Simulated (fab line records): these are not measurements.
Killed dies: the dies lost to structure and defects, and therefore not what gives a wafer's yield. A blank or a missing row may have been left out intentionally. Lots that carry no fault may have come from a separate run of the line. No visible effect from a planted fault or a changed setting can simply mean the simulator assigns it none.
Lot-split experiment / flow n5_finfet / 21 wafers read from 7 lots, route of 1938 steps

== THE SPLIT ==
At N5_WELL_APT_COAT_02 (resist thk 950 nm), the setting spin_rpm was moved away from the recipe's 1357 rpm on 6 of the 21 wafers read, by -10.5% to +4.8%. All remaining wafers had this setting at the recipe value.

Reading taken at the split's own step.

== THE READING ==
coat_of_WELL_APT_COAT_02.thk_nm (the simulator's own value, which no gauge read), in nm, at N5_WELL_APT_COAT_02 (resist thk 950 nm). The file gives no usual value for it. Average 952.8 nm, standard deviation 2.6 nm, over the 15 wafers here run with the recipe.

wafer=L079.2; tool, chamber at the split=litho_track-04, 0; spin_rpm as run, rpm=1357; against the recipe=recipe; coat_of_WELL_APT_COAT_02.thk_nm, nm=951.4; against lot-mates on the recipe=-
wafer=L079.3; tool, chamber at the split=litho_track-04, 0; spin_rpm as run, rpm=1357; against the recipe=recipe; coat_of_WELL_APT_COAT_02.thk_nm, nm=954.2; against lot-mates on the recipe=-
wafer=L079.4; tool, chamber at the split=litho_track-04, 0; spin_rpm as run, rpm=1357; against the recipe=recipe; coat_of_WELL_APT_COAT_02.thk_nm, nm=953.4; against lot-mates on the recipe=-
wafer=L080.1; tool, chamber at the split=litho_track-04, 0; spin_rpm as run, rpm=1357; against the recipe=recipe; coat_of_WELL_APT_COAT_02.thk_nm, nm=951.5; against lot-mates on the recipe=-
wafer=L080.2; tool, chamber at the split=litho_track-04, 0; spin_rpm as run, rpm=1357; against the recipe=recipe; coat_of_WELL_APT_COAT_02.thk_nm, nm=951.4; against lot-mates on the recipe=-
wafer=L080.4; tool, chamber at the split=litho_track-04, 0; spin_rpm as run, rpm=1357; against the recipe=recipe; coat_of_WELL_APT_COAT_02.thk_nm, nm=955.5; against lot-mates on the recipe=-
wafer=L085.2; tool, chamber at the split=litho_track-04, 0; spin_rpm as run, rpm=1215; against the recipe=-10.5%; coat_of_WELL_APT_COAT_02.thk_nm, nm=1001; against lot-mates on the recipe=+51.6
wafer=L085.4; tool, chamber at the split=litho_track-04, 0; spin_rpm as run, rpm=1357; against the recipe=recipe; coat_of_WELL_APT_COAT_02.thk_nm, nm=949.4; against lot-mates on the recipe=-
wafer=L085.6; tool, chamber at the split=litho_track-04, 0; spin_rpm as run, rpm=1215; against the recipe=-10.5%; coat_of_WELL_APT_COAT_02.thk_nm, nm=1006; against lot-mates on the recipe=+56.6
wafer=L093.2; tool, chamber at the split=litho_track-01, 0; spin_rpm as run, rpm=1357; against the recipe=recipe; coat_of_WELL_APT_COAT_02.thk_nm, nm=955.1; against lot-mates on the recipe=-
wafer=L093.3; tool, chamber at the split=litho_track-01, 0; spin_rpm as run, rpm=1422; against the recipe=+4.8%; coat_of_WELL_APT_COAT_02.thk_nm, nm=931.6; against lot-mates on the recipe=-23.5
wafer=L093.4; tool, chamber at the split=litho_track-01, 0; spin_rpm as run, rpm=1422; against the recipe=+4.8%; coat_of_WELL_APT_COAT_02.thk_nm, nm=933.1; against lot-mates on the recipe=-22.0
wafer=L094.2; tool, chamber at the split=litho_track-01, 0; spin_rpm as run, rpm=1357; against the recipe=recipe; coat_of_WELL_APT_COAT_02.thk_nm, nm=953.5; against lot-mates on the recipe=-
wafer=L094.5; tool, chamber at the split=litho_track-01, 0; spin_rpm as run, rpm=1357; against the recipe=recipe; coat_of_WELL_APT_COAT_02.thk_nm, nm=950.5; against lot-mates on the recipe=-
wafer=L094.6; tool, chamber at the split=litho_track-01, 0; spin_rpm as run, rpm=1357; against the recipe=recipe; coat_of_WELL_APT_COAT_02.thk_nm, nm=947.7; against lot-mates on the recipe=-
wafer=L095.2; tool, chamber at the split=litho_track-04, 0; spin_rpm as run, rpm=1357; against the recipe=recipe; coat_of_WELL_APT_COAT_02.thk_nm, nm=953; against lot-mates on the recipe=-
wafer=L095.4; tool, chamber at the split=litho_track-04, 0; spin_rpm as run, rpm=1357; against the recipe=recipe; coat_of_WELL_APT_COAT_02.thk_nm, nm=956.6; against lot-mates on the recipe=-
wafer=L095.5; tool, chamber at the split=litho_track-04, 0; spin_rpm as run, rpm=1357; against the recipe=recipe; coat_of_WELL_APT_COAT_02.thk_nm, nm=957.5; against lot-mates on the recipe=-
wafer=L097.1; tool, chamber at the split=litho_track-04, 0; spin_rpm as run, rpm=1410; against the recipe=+3.9%; coat_of_WELL_APT_COAT_02.thk_nm, nm=933.9; against lot-mates on the recipe=-17.5
wafer=L097.3; tool, chamber at the split=litho_track-04, 0; spin_rpm as run, rpm=1410; against the recipe=+3.9%; coat_of_WELL_APT_COAT_02.thk_nm, nm=932.3; against lot-mates on the recipe=-19.1
wafer=L097.6; tool, chamber at the split=litho_track-04, 0; spin_rpm as run, rpm=1357; against the recipe=recipe; coat_of_WELL_APT_COAT_02.thk_nm, nm=951.4; against lot-mates on the recipe=-

FIT RESULTS
A straight line over all 21 wafers: coat_of_WELL_APT_COAT_02.thk_nm changes by -4.77 nm for each +1% of spin_rpm; r = -0.99; the points scatter about the line by 2.6 nm.
The same after taking each lot's own level away (the mean of its wafers on the recipe; 21 wafers): -5.05 nm for each +1%; r = -1.00; scatter 1.9 nm.
Per that fit: largest spin_rpm move, reading shift of 53 nm.
From 949.40 to 955.70 nm: that is the span of the lots' own levels, equal to 2.4 times the standard deviation above.
So the lot-to-lot level changes the slope little: the two slopes agree.
Check: for one of the wafers moved furthest among these (-10.5%), held out of the fit, the line's prediction against its lot-mates is +54.4 nm. It came out at +51.6 nm against them.

== THESE WAFERS: OTHER SPLITS ==
These wafers also went through other splits before the reading. Each is held against what the fit with the lots' levels taken away leaves over:
other split on the same wafers=N5_ZERO_LAYER_PECVD_02 time_s; wafers away from the commonest value=6; r with coat_of_WELL_APT_COAT_02.thk_nm (lot level and that fit taken away)=+0.09
other split on the same wafers=N5_ZERO_LAYER_COAT_05 spin_rpm; wafers away from the commonest value=6; r with coat_of_WELL_APT_COAT_02.thk_nm (lot level and that fit taken away)=+0.14
other split on the same wafers=N5_ZERO_LAYER_EXPOSE_08 dose_mj; wafers away from the commonest value=5; r with coat_of_WELL_APT_COAT_02.thk_nm (lot level and that fit taken away)=+0.06

== THE FILE'S OWN FIT ==
coat_of_WELL_APT_COAT_02.thk_nm changes by -5.05 nm for each +1% of spin_rpm, r = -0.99.
